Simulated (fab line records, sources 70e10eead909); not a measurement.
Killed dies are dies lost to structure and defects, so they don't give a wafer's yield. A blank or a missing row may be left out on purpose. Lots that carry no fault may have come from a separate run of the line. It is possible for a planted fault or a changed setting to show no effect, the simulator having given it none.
Which tool did it? / flow nand harc / 13 lots with 39 wafers sampled at 6 steps, on a route of 1159 steps

== WHAT THE GAUGES SHOWED, per wafer ==
NHARC_P_GATE_INSPECT_68.
lot=L274; measured=day 5 22:53; on=defect inspect-01; raw defect count=222 207 205
lot=L278; measured=day 6 23:28; on=defect inspect-02; raw defect count=186 192 170
lot=L277; measured=day 7 01:13; on=defect inspect-01; raw defect count=263 159 290
lot=L279; measured=day 7 10:07; on=defect inspect-01; raw defect count=208 134 147
lot=L280; measured=day 7 16:20; on=defect inspect-01; raw defect count=349 280 186
lot=L281; measured=day 7 16:58; on=defect inspect-01; raw defect count=223 247 137
lot=L282; measured=day 7 17:21; on=defect inspect-01; raw defect count=169 152 148
lot=L285; measured=day 8 15:15; on=defect inspect-02; raw defect count=198 198 324
lot=L284; measured=day 8 16:31; on=defect inspect-02; raw defect count=215 217 197
lot=L287; measured=day 9 04:28; on=defect inspect-01; raw defect count=1318 1388 1462
lot=L288; measured=day 9 21:17; on=defect inspect-02; raw defect count=1320 1323 1403
lot=L290; measured=day 10 00:26; on=defect inspect-01; raw defect count=138 282 143
lot=L295; measured=day 11 02:49; on=defect inspect-02; raw defect count=188 287 243

NHARC_END_SORT_01.
lot=L278; measured=day 21 03:04; on=prober-01; killed at array=20 14 21; killed at other=0 0 0; killed at periphery=4 0 2; killed dies=24 14 23; killed open=4 0 2; killed short=4 1 1
lot=L279; measured=day 21 13:19; on=prober-01; killed at array=24; killed at other=0; killed at periphery=4; killed dies=28; killed open=4; killed short=1
lot=L280; measured=day 22 03:46; on=prober-02; killed at array=28; killed at other=0; killed at periphery=7; killed dies=35; killed open=3; killed short=3
lot=L281; measured=day 21 10:00; on=prober-02; killed at array=32 24 25; killed at other=0 0 1; killed at periphery=2 1 2; killed dies=34 25 28; killed open=7 3 2; killed short=0 2 2
lot=L282; measured=day 21 18:46; on=prober-01; killed at array=15 9 8; killed at other=0 0 1; killed at periphery=1 2 1; killed dies=16 11 10; killed open=3 3 1; killed short=2 1 1
lot=L285; measured=day 22 09:09; on=prober-02; killed at array=12; killed at other=0; killed at periphery=1; killed dies=13; killed open=1; killed short=1
lot=L284; measured=day 22 16:02; on=prober-01; killed at array=42 35 46; killed at other=0 0 0; killed at periphery=4 3 5; killed dies=46 38 51; killed open=4 0 4; killed short=1 0 5
lot=L287; measured=day 22 18:27; on=prober-02; killed at array=34 24 25; killed at other=0 1 0; killed at periphery=67 118 85; killed dies=101 143 110; killed open=2 5 4; killed short=1 1 0
lot=L288; measured=day 23 12:49; on=prober-01; killed at array=46 36 33; killed at other=3 3 2; killed at periphery=103 58 68; killed dies=152 97 103; killed open=1 2 0; killed short=2 1 1

== WHICH TOOL RAN EACH LOT (tool, then ch and the chambers of the sampled wafers, then the start) ==
lot=L274; NHARC_P_GATE_PRECLEAN_99=wet bench-03 ch 1,4,7, day 5 15:28; NHARC_P_GATE_STRIP_75=plasma asher-02 ch 0,1, day 5 17:05; NHARC_P_GATE_STRIP_76=plasma asher-02 ch 0,1, day 5 18:52; NHARC_P_GATE_RTA_82=rtp anneal-02 ch 0, day 5 22:41
lot=L278; NHARC_P_GATE_PRECLEAN_99=wet bench-02 ch 2,5,7, day 6 15:55; NHARC_P_GATE_STRIP_75=plasma asher-02 ch 0,1, day 6 17:30; NHARC_P_GATE_STRIP_76=plasma asher-01 ch 1, day 6 19:26; NHARC_P_GATE_RTA_82=rtp anneal-01 ch 0, day 6 23:17
lot=L277; NHARC_P_GATE_PRECLEAN_99=wet bench-02 ch 1,4,7, day 6 16:33; NHARC_P_GATE_STRIP_75=plasma asher-01 ch 0,1, day 6 19:06; NHARC_P_GATE_STRIP_76=plasma asher-01 ch 0,1, day 6 20:48; NHARC_P_GATE_RTA_82=rtp anneal-01 ch 0, day 7 01:03
lot=L279; NHARC_P_GATE_PRECLEAN_99=wet bench-04 ch 0,4,5, day 7 02:40; NHARC_P_GATE_STRIP_75=plasma asher-02 ch 0,1, day 7 04:17; NHARC_P_GATE_STRIP_76=plasma asher-02 ch 0,1, day 7 05:55; NHARC_P_GATE_RTA_82=rtp anneal-02 ch 0, day 7 09:59
lot=L280; NHARC_P_GATE_PRECLEAN_99=wet bench-02 ch 1,5,6, day 7 09:00; NHARC_P_GATE_STRIP_75=plasma asher-01 ch 0,1, day 7 10:37; NHARC_P_GATE_STRIP_76=plasma asher-02 ch 0,1, day 7 12:18; NHARC_P_GATE_RTA_82=rtp anneal-01 ch 0, day 7 16:12
lot=L281; NHARC_P_GATE_PRECLEAN_99=wet bench-04 ch 2,3,5, day 7 09:32; NHARC_P_GATE_STRIP_75=plasma asher-01 ch 0,1, day 7 11:09; NHARC_P_GATE_STRIP_76=plasma asher-02 ch 0,1, day 7 12:53; NHARC_P_GATE_RTA_82=rtp anneal-01 ch 0, day 7 16:48
lot=L282; NHARC_P_GATE_PRECLEAN_99=wet bench-04 ch 1,3,4, day 7 09:47; NHARC_P_GATE_STRIP_75=plasma asher-01 ch 0,1, day 7 11:31; NHARC_P_GATE_STRIP_76=plasma asher-02 ch 0, day 7 13:17; NHARC_P_GATE_RTA_82=rtp anneal-02 ch 0, day 7 17:11
lot=L285; NHARC_P_GATE_PRECLEAN_99=wet bench-04 ch 0,3,7, day 8 07:52; NHARC_P_GATE_STRIP_75=plasma asher-02 ch 0,1, day 8 09:29; NHARC_P_GATE_STRIP_76=plasma asher-02 ch 0,1, day 8 11:08; NHARC_P_GATE_RTA_82=rtp anneal-01 ch 0, day 8 15:05
lot=L284; NHARC_P_GATE_PRECLEAN_99=wet bench-02 ch 1,3,5, day 8 09:01; NHARC_P_GATE_STRIP_75=plasma asher-01 ch 0,1, day 8 10:37; NHARC_P_GATE_STRIP_76=plasma asher-01 ch 0,1, day 8 12:23; NHARC_P_GATE_RTA_82=rtp anneal-02 ch 0, day 8 16:20
lot=L287; NHARC_P_GATE_PRECLEAN_99=wet bench-04 ch 1,3,6, day 8 21:16; NHARC_P_GATE_STRIP_75=plasma asher-01 ch 0,1, day 8 22:44; NHARC_P_GATE_STRIP_76=plasma asher-01 ch 0,1, day 9 00:28; NHARC_P_GATE_RTA_82=rtp anneal-02 ch 0, day 9 04:17
lot=L288; NHARC_P_GATE_PRECLEAN_99=wet bench-04 ch 1,2,7, day 9 13:35; NHARC_P_GATE_STRIP_75=plasma asher-01 ch 0,1, day 9 15:19; NHARC_P_GATE_STRIP_76=plasma asher-02 ch 0,1, day 9 17:05; NHARC_P_GATE_RTA_82=rtp anneal-01 ch 0, day 9 21:07
lot=L290; NHARC_P_GATE_PRECLEAN_99=wet bench-03 ch 3,4,5, day 9 17:01; NHARC_P_GATE_STRIP_75=plasma asher-01 ch 0,1, day 9 18:41; NHARC_P_GATE_STRIP_76=plasma asher-01 ch 0,1, day 9 20:16; NHARC_P_GATE_RTA_82=rtp anneal-01 ch 0, day 10 00:14
lot=L295; NHARC_P_GATE_PRECLEAN_99=wet bench-02 ch 0,1,3, day 10 19:34; NHARC_P_GATE_STRIP_75=plasma asher-01 ch 0,1, day 10 21:02; NHARC_P_GATE_STRIP_76=plasma asher-01 ch 0,1, day 10 22:49; NHARC_P_GATE_RTA_82=rtp anneal-02 ch 0, day 11 02:39
- NHARC_P_GATE_PRECLEAN_99: cleans in SC1.
- NHARC_P_GATE_STRIP_75: strips in O2.
- NHARC_P_GATE_STRIP_76: strips in O2.
- NHARC_P_GATE_RTA_82: time 30 s.

== WHAT THE TOOLS THEMSELVES READ (means of the sampled wafers that have a number; where no wafer has one, the mark that the record gives instead) ==
NHARC_P_GATE_STRIP_75.
lot=L274; tool=plasma asher-02; drypump motor current A (A)=5.8; heater power w (W)=334
lot=L278; tool=plasma asher-02; drypump motor current A (A)=5.9; heater power w (W)=318
lot=L277; tool=plasma asher-01; drypump motor current A (A)=5.9; heater power w (W)=349
lot=L279; tool=plasma asher-02; drypump motor current A (A)=5.9; heater power w (W)=322
lot=L280; tool=plasma asher-01; drypump motor current A (A)=5.5; heater power w (W)=317
lot=L281; tool=plasma asher-01; drypump motor current A (A)=5.6; heater power w (W)=319
lot=L282; tool=plasma asher-01; drypump motor current A (A)=5.9; heater power w (W)=346
lot=L285; tool=plasma asher-02; drypump motor current A (A)=5.8; heater power w (W)=335
lot=L284; tool=plasma asher-01; drypump motor current A (A)=5.9; heater power w (W)=351
lot=L287; tool=plasma asher-01; drypump motor current A (A)=5.9; heater power w (W)=343
lot=L288; tool=plasma asher-01; drypump motor current A (A)=5.9; heater power w (W)=346
lot=L290; tool=plasma asher-01; drypump motor current A (A)=5.6; heater power w (W)=315
lot=L295; tool=plasma asher-01; drypump motor current A (A)=5.5; heater power w (W)=318

NHARC_P_GATE_STRIP_76.
lot=L274; tool=plasma asher-02; drypump motor current A (A)=5.8; heater power w (W)=330
lot=L278; tool=plasma asher-01; drypump motor current A (A)=6.3; heater power w (W)=383
lot=L277; tool=plasma asher-01; drypump motor current A (A)=5.9; heater power w (W)=346
lot=L279; tool=plasma asher-02; drypump motor current A (A)=5.8; heater power w (W)=336
lot=L280; tool=plasma asher-02; drypump motor current A (A)=5.9; heater power w (W)=324
lot=L281; tool=plasma asher-02; drypump motor current A (A)=5.9; heater power w (W)=316
lot=L282; tool=plasma asher-02; drypump motor current A (A)=6.1; heater power w (W)=299
lot=L285; tool=plasma asher-02; drypump motor current A (A)=5.9; heater power w (W)=314
lot=L284; tool=plasma asher-01; drypump motor current A (A)=5.9; heater power w (W)=346
lot=L287; tool=plasma asher-01; drypump motor current A (A)=5.5; heater power w (W)=318
lot=L288; tool=plasma asher-02; drypump motor current A (A)=5.8; heater power w (W)=327
lot=L290; tool=plasma asher-01; drypump motor current A (A)=5.6; heater power w (W)=315
lot=L295; tool=plasma asher-01; drypump motor current A (A)=5.9; heater power w (W)=343

NHARC_P_GATE_RTA_82.
lot=L274; tool=rtp anneal-02; lamp power pct (%)=4.01; lamp_zone_1_pct (%)=4.01; wafer_temp_C_max=452.9
lot=L278; tool=rtp anneal-01; lamp power pct (%)=4.24; lamp_zone_1_pct (%)=4.24; wafer_temp_C_max=452.2
lot=L277; tool=rtp anneal-01; lamp power pct (%)=4.25; lamp_zone_1_pct (%)=4.25; wafer_temp_C_max=453.1
lot=L279; tool=rtp anneal-02; lamp power pct (%)=4.01; lamp_zone_1_pct (%)=4.01; wafer_temp_C_max=453.3
lot=L280; tool=rtp anneal-01; lamp power pct (%)=4.25; lamp_zone_1_pct (%)=4.25; wafer_temp_C_max=452.6
lot=L281; tool=rtp anneal-01; lamp power pct (%)=4.24; lamp_zone_1_pct (%)=4.25; wafer_temp_C_max=452.7
lot=L282; tool=rtp anneal-02; lamp power pct (%)=4.01; lamp_zone_1_pct (%)=4.01; wafer_temp_C_max=452.5
lot=L285; tool=rtp anneal-01; lamp power pct (%)=4.24; lamp_zone_1_pct (%)=4.25; wafer_temp_C_max=452.6
lot=L284; tool=rtp anneal-02; lamp power pct (%)=4.01; lamp_zone_1_pct (%)=4.01; wafer_temp_C_max=452.8
lot=L287; tool=rtp anneal-02; lamp power pct (%)=4.01; lamp_zone_1_pct (%)=4.01; wafer_temp_C_max=453.3
lot=L288; tool=rtp anneal-01; lamp power pct (%)=4.25; lamp_zone_1_pct (%)=4.25; wafer_temp_C_max=453.2
lot=L290; tool=rtp anneal-01; lamp power pct (%)=4.25; lamp_zone_1_pct (%)=4.24; wafer_temp_C_max=452.6
lot=L295; tool=rtp anneal-02; lamp power pct (%)=4.01; lamp_zone_1_pct (%)=4.01; wafer_temp_C_max=452.3

== THE ANSWER, worked out from the rows above alone ==
Rule: the usual values come from the lots themselves. The widest of any qualifying gaps counts: lots, ordered by their means at a reading, are off when they make up no more than a third of the lots, leave a main group of 4 or more, and stand apart from it by 3 or more times the standard deviation of that group's means. The tables above print the reading to a certain number of digits; a main group whose means all agree to those digits is not used. A lot without any number at a reading at which 4 lots or more have one is off too. The other lots that the step has rows for count as sound. After the gauges, taken in route order, come the tools' own readings; for these a lot's mean is taken, as printed above. The first step at which some lot is off is used, and at that step the reading that is off furthest; a lot without a number counts as furthest.
Off: L287, L288 (NHARC_P_GATE_INSPECT_68, raw defect count). Mean 209 and standard deviation 34 in the main group.
A tool fits if, at a process step before that reading, it ran every lot that is off, and no sound lot after the first of them. Not tried: the gauges at NHARC_P_GATE_INSPECT_68; whatever is off there is also off at NHARC_END_SORT_01, on other tools, and gauge error can't account for it. One fits: wet bench-04 at NHARC_P_GATE_PRECLEAN_99. A fault onset in the window from L285 (day 8 07:52, its last sound lot) to L287 (day 8 21:16, its first lot off) fits.

== WHAT HAD BEEN PUT IN BY THE SIMULATOR ==
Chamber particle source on wet bench-04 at NHARC_P_GATE_PRECLEAN_99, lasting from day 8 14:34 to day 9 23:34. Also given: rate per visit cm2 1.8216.
Lots struck among those shown: L287, L288. The rule above found the same.
